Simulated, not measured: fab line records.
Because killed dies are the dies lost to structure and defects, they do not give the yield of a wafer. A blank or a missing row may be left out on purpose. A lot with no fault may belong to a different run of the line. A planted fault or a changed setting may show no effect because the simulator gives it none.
Matching of chambers | flow n5-finfet | 4 sister chambers for N5_MOL_CONTACT_COAG_ETCH_59 on rie-diel-05
The step etches underlayer in N2/H2, target depth 13 nm, time 10.4 s. 27 wafers are shown with their chamber, then 12 later ones without.

## EACH WAFER AND ITS CHAMBER
wafer  | chamber | drypump-motor-current-A (A) | showerhead-plenum-p-Torr (Torr) | throttle-valve-pct (%)
L075.3 | 1       | 5.6                         | 2.62                            | 17.66
L075.5 | 3       | 6.5                         | 2.39                            | 17.85
L075.6 | 0       | 5.4                         | 2.65                            | 18.23
L076.2 | 0       | 5.3                         | 2.65                            | 18.27
L076.5 | 2       | 5.2                         | 2.65                            | 18.31
L076.6 | 3       | 6.5                         | 2.39                            | 17.86
L077.2 | 1       | 5.6                         | 2.61                            | 17.68
L077.4 | 2       | 5.2                         | 2.65                            | 18.31
L077.6 | 3       | 6.5                         | 2.39                            | 17.85
L078.3 | 2       | 5.2                         | 2.65                            | 18.33
L078.4 | 0       | 5.4                         | 2.65                            | 18.27
L078.6 | 2       | 5.2                         | 2.65                            | 18.31
L079.2 | 0       | 5.4                         | 2.64                            | 18.28
L079.3 | 3       | 6.5                         | 2.39                            | 17.87
L079.4 | 2       | 5.2                         | 2.65                            | 18.34
L080.2 | 1       | 5.6                         | 2.61                            | 17.70
L080.4 | 3       | 6.5                         | 2.39                            | 17.86
L080.6 | 1       | 5.6                         | 2.61                            | 17.69
L081.1 | 2       | 5.2                         | 2.65                            | 18.34
L081.4 | 1       | 5.6                         | 2.61                            | 17.69
L081.6 | 3       | 6.5                         | 2.39                            | 17.88
L083.3 | 0       | 5.4                         | 2.64                            | 18.30
L083.4 | 2       | 5.2                         | 2.65                            | 18.34
L083.5 | 2       | 5.2                         | 2.65                            | 18.33
L084.2 | 3       | 6.5                         | 2.38                            | 17.89
L084.4 | 1       | 5.6                         | 2.61                            | 17.69
L084.6 | 3       | 6.5                         | 2.38                            | 17.90

SIGNATURES (means of the wafers above)
reading                  | chamber 0 | chamber 1 | chamber 2 | chamber 3 | scatter within a chamber
drypump-motor-current-A  | 5.380     | 5.600     | 5.200     | 6.500     | 0.0187
showerhead-plenum-p-Torr | 2.6460    | 2.6117    | 2.6500    | 2.3875    | 0.00392
throttle-valve-pct       | 18.2700   | 17.6850   | 18.3262   | 17.8700   | 0.0179
Rule: distance of a wafer from a chamber = root of the sum over the readings of ((wafer's reading minus chamber's mean) / reading's scatter) squared. If the next closest chamber is less than 2 further off than the closest, the wafer can't be placed; otherwise it belongs to the closest. The scatter is the square root of a quotient: the sum, over the shown wafers, of each reading's squared deviation from its chamber's mean, divided by wafers minus chambers.

## WAFERS WHOSE CHAMBER IS MISSING
wafer  | drypump-motor-current-A (A) | showerhead-plenum-p-Torr (Torr) | throttle-valve-pct (%)
L085.1 | 5.6                         | 2.61                            | 17.71
L085.2 | 6.5                         | 2.38                            | 17.88
L085.6 | 5.6                         | 2.61                            | 17.71
L088.1 | 5.2                         | 2.64                            | 18.34
L088.2 | 5.6                         | 2.61                            | 17.69
L088.3 | 6.5                         | 2.38                            | 17.89
L091.2 | 5.2                         | 2.64                            | 18.37
L091.3 | 5.6                         | 2.60                            | 17.72
L091.6 | 5.6                         | 2.60                            | 17.72
L092.2 | 5.6                         | 2.60                            | 17.72
L092.3 | 5.4                         | 2.63                            | 18.34
L092.4 | 5.4                         | 2.63                            | 18.31

## WHICH CHAMBER EACH WENT THROUGH
wafer  | from the rows above | in truth
L085.1 | 1                   | 1
L085.2 | 3                   | 3
L085.6 | 1                   | 1
L088.1 | 2                   | 2
L088.2 | 1                   | 1
L088.3 | 3                   | 3
L091.2 | 2                   | 2
L091.3 | 1                   | 1
L091.6 | 1                   | 1
L092.2 | 1                   | 1
L092.3 | 0                   | 0
L092.4 | 0                   | 0
Placed correctly: 12 of 12. From these rows, 0 cannot be placed. Number placed wrongly: 0.
